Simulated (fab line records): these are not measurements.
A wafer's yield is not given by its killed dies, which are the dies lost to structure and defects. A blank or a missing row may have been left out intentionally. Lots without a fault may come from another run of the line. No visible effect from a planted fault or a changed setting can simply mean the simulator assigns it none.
2 desks looking at one fault	flow n5_finfet	every desk sees just its own numbers, and what lay behind them comes last

== FOR THE TOOL OWNER'S DESK: cmp-01 ==
The tool's own readings at N5_SDB_CMP_30 (polishes, stops on poly-Si, t overpolish 1.54 s, target thk 30 nm): means of the sampled wafers that have a number, for each lot that ran on this tool. If a lot's mean is further than 4 standard deviations from the usual mean, the lot is out of limits and carries the mark OUT (the distance appears in the brackets).
Columns: A = head_pressure_psi at N5_SDB_CMP_30, usual 4.148 psi; B = motor_current_A at N5_SDB_CMP_30, usual 12.4 A; C = overpolish_run_s at N5_SDB_CMP_30, usual 1.540 s; D = time_to_endpoint_s at N5_SDB_CMP_30, usual 17 s
lot	first seen here	A	B	C	D
L154	day 3 20:38	4.156	11.1	1.538	12
L155	day 4 03:49	4.146	13.0	1.542	14
L157	day 4 16:28	4.154	11.8	1.546	14
L167	day 7 09:44	4.372 (+25) OUT	12.6	1.551	15
L169	day 7 16:35	4.370 (+25) OUT	12.2	1.537	16
This desk's verdict: out of limits on L167, L169, starting with L167 at day 7 09:44 (head_pressure_psi at N5_SDB_CMP_30). L154, L155, L157 stayed within limits.

== THE DEFECT DESK ==
What the inspections along the route counted, lot by lot: means of the sampled wafers that have a number. If a lot's mean is further than 4 standard deviations from the usual mean, the lot is out of limits and carries the mark OUT (the distance appears in the brackets).
Columns: A = raw_defect_count at N5_ILD0_INSPECT_06, usual 37
lot	first seen here	A
L154	day 3 16:23	28
L155	day 3 23:39	44
L157	day 4 12:11	52
L159	day 4 23:55	38
L160	day 5 08:51	27
L162	day 6 02:11	39
L163	day 6 03:25	34
L167	day 7 05:22	49
L169	day 7 12:14	39
L174	day 8 19:38	33
L173	day 8 20:01	31
L176	day 9 06:25	34
Result from this desk: across the 12 lots, nothing is out of limits.

== ALL TOGETHER ==
The tool owner's desk could have raised an alarm at day 7 09:44, on L167, L169.
The defect desk saw nothing out of limits.
The defect desk has L167, L169 on record, within its limits.
N5_SDB_CMP_30 was run on cmp-01 by each of the lots named.

== WHAT THE SIMULATOR HAD INSERTED ==
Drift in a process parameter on cmp-01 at N5_SDB_CMP_30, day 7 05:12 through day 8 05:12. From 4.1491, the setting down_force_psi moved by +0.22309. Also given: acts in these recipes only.
Struck lots among those shown: L167, L169.
Hours from the fault's start to each desk's first reading out of limits: the tool owner's desk, 5.
